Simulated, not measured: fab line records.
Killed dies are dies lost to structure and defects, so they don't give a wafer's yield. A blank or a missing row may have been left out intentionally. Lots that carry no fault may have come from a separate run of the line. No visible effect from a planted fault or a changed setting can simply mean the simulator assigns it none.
Chamber matching ; flow nand-harc ; NHARC_A_M0_ETCH_34 on rie-diel-06 has 4 sister chambers
The step etches the open film in N2/H2, target depth 40 nm, overetch 12 nm, time 43.94 s. 18 wafers are shown with their chamber, then 9 later ones without.

== WAFERS PAIRED WITH THEIR CHAMBERS ==
wafer;chamber;rf-vpp-V (V);throttle-valve-pct (%);oes-product-au (a.u.)
L075.1;1;431.7;14.178;0.996
L075.2;0;429.3;14.176;1.000
L075.3;2;434.0;14.166;0.992
L080.3;2;434.1;14.169;1.004
L080.5;0;430.6;14.177;0.999
L080.6;3;431.8;14.174;0.995
L082.2;2;434.2;14.166;0.997
L082.3;1;432.5;14.171;1.004
L082.4;0;430.7;14.175;0.997
L083.1;3;433.4;14.174;1.000
L083.2;2;434.7;14.182;1.003
L083.6;1;431.5;14.167;1.012
L088.3;2;434.0;14.182;1.001
L088.4;3;431.0;14.180;1.007
L088.5;2;434.6;14.185;1.001
L092.1;0;430.1;14.155;0.995
L092.2;1;431.4;14.177;1.000
L092.5;0;430.5;14.151;1.010

SIGNATURES (means of the wafers above)
reading;chamber 0;chamber 1;chamber 2;chamber 3;scatter within a chamber
rf-vpp-V;430.240;431.775;434.267;432.067;0.628
throttle-valve-pct;14.16680;14.17325;14.17500;14.17600;0.00905
oes-product-au;1.00020;1.00300;0.99967;1.00067;0.00565
Rule: distance of a wafer from a chamber = root of the sum over the readings of ((wafer's reading minus chamber's mean) / reading's scatter) squared. If the next closest chamber is less than 2 further off than the closest, the wafer can't be placed; otherwise it belongs to the closest. The scatter is the square root of a quotient: the sum, over the shown wafers, of each reading's squared deviation from its chamber's mean, divided by wafers minus chambers.

== WAFERS MISSING THEIR CHAMBER ==
wafer;rf-vpp-V (V);throttle-valve-pct (%);oes-product-au (a.u.)
L095.2;433.7;14.165;1.005
L095.3;431.7;14.171;1.004
L095.6;431.7;14.160;0.998
L094.1;433.0;14.174;0.995
L094.2;433.8;14.178;0.998
L094.6;432.7;14.168;1.001
L096.1;430.1;14.153;0.997
L096.3;434.7;14.168;1.002
L096.4;431.5;14.170;0.997

== WHICH CHAMBER EACH WENT THROUGH ==
wafer;from the rows above;in truth
L095.2;can't be placed: 2 or 3 or 1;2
L095.3;can't be placed: 1 or 3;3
L095.6;can't be placed: 1 or 3 or 0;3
L094.1;can't be placed: 3 or 2 or 1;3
L094.2;can't be placed: 2 or 3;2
L094.6;can't be placed: 3 or 1 or 2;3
L096.1;can't be placed: 0 or 1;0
L096.3;2;2
L096.4;can't be placed: 1 or 3 or 0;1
Correct placement for 1 of the 9. Unplaceable from these rows: 8, with the true chamber sitting among the candidates in 8. Placed wrongly: 0.
